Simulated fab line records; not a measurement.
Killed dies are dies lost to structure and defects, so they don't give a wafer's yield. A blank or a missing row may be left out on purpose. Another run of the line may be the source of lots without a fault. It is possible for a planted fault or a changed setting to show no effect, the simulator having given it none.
8D (eight disciplines) problem report, filled in by code    flow nand harc    the parts of the form that need people (team, actions taken, sign-off) are left out

1. PROBLEM STATEMENT
killed at array at NHARC_END_SORT_01 reads a mean of 674 on 1 wafer of 1 lot; wafers without a fault read 59 with a standard deviation of 24. That is +26 standard deviations from the usual mean.
First observed at day 28 22:17: wafer L592.3, on prober-01. The record holds 3 wafers of 1 lot with a number at this step. By rule, "out" or "out of limits" means more than 4 standard deviations away from the usual mean. The rest of the wafers with a number are treated as sound.

2. WHAT IT IS, AND WHAT IT ISN'T
question                     is                            is not
which readings at this step  killed at array, killed dies  killed at other, killed at periphery, killed open, killed short
which lots                   L592                          -
which wafers of those lots   L592.3                        L592.1, L592.2
read on which gauges         prober-01                     -
when                         from day 28 22:17             up to then (2 sound wafers)

3. THE SUSPECTS, EACH WITH WHAT RULES IT OUT
Counting: a tool at a process step up to the reading stays a suspect if it ran every lot that is out. Sound lots after the first of them don't rule it out here, since some wafers of a struck lot are sound.
- the gauge at NHARC_END_SORT_01: ruled out. All the wafers that are out were read on prober-01, but those of them that NHARC_A_CONTACT_ETCH_31 has rows for are out there too, on other tools.
- pecvd-01 at NHARC_A_CONTACT_DEP_85 (deposits SiON, target thk 60 nm): kept. It ran the lot that is out, L592 (day 26 12:10).
- rie diel-03 at NHARC_A_CONTACT_ETCH_31 (etches the open film in O2/COS, target depth 2800 nm, time 728 s): kept. It ran the lot that is out, L592 (day 26 13:41). On those wafers its own readings are out: run length s.
- har cap etch-01 at NHARC_A_CONTACT_ETCH_137 (etches the open film in C4F8/O2/Ar, time 311 s, target depth 1912 nm): kept. It ran the lot that is out, L592 (day 26 14:58).
- rie diel-13 at NHARC_A_CONTACT_ETCH_98 (etches the open film in C4F6/O2, target depth 20 nm, time 10 s): kept. It ran the lot that is out, L592 (day 28 20:40). With no start given for some of its lots, NHARC_A_CONTACT_ETCH_98 uses the hours and lot order of NHARC_END_SORT_01.
- pecvd-01, NHARC_A_CONTACT_DEP_85: wafers that are out in chamber 0, sound lot-mates in chambers 1, 2.
- rie diel-03, NHARC_A_CONTACT_ETCH_31: wafers that are out in chamber 0, sound lot-mates in chambers 1, 3.
- rie diel-13, NHARC_A_CONTACT_ETCH_98: wafers that are out in chamber 2, sound lot-mates in chambers 0, 3.
Left after counting: pecvd-01 at NHARC_A_CONTACT_DEP_85, rie diel-03 at NHARC_A_CONTACT_ETCH_31, har cap etch-01 at NHARC_A_CONTACT_ETCH_137, rie diel-13 at NHARC_A_CONTACT_ETCH_98.

4. THE CAUSE (what the simulator had put in)
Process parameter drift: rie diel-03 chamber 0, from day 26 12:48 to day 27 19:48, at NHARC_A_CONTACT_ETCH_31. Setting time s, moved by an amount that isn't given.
This tool is one of the 4 suspects left after counting.

5. THE CHAIN OF EFFECTS, in route order
One row per reading whose mean, taken over the struck wafers that have a number, lies over 3 standard deviations from the usual. Readings are gone through only where the record gives a usual standard deviation; hours: the median, over the lots, of the time from a lot's start at the first step in this table giving one to that lot's start at this step; sigmas: the change measured in usual standard deviations.
hours  step                     reading          usual    on struck wafers  change  sigmas
0      NHARC_A_CONTACT_ETCH_31  run length s     749.4 s  490.7             -258.7  -99 or more
57     NHARC_END_SORT_01        killed at array  59       674               +615    +26
57     NHARC_END_SORT_01        killed dies      63       677               +614    +26
Here are the process steps it includes:
- NHARC_A_CONTACT_ETCH_31: etches the open film in O2/COS, target depth 2800 nm, time 728 s.

6. WHAT WOULD HAVE CAUGHT IT SOONER
Counted from the fault's start at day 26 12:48, it took 57 hours until the first out-of-limits reading at a measuring or inspecting step in this record, taken at day 28 22:17.
The tool's own readings at NHARC_A_CONTACT_ETCH_31 were out on every struck wafer that the step has a row for (run length s): an alarm limit on them would have fired on the first of those.
By day 28 22:17, every lot that is out (1) had started NHARC_A_CONTACT_ETCH_31 on rie diel-03. Holding the tool at that point would not have protected any of them.
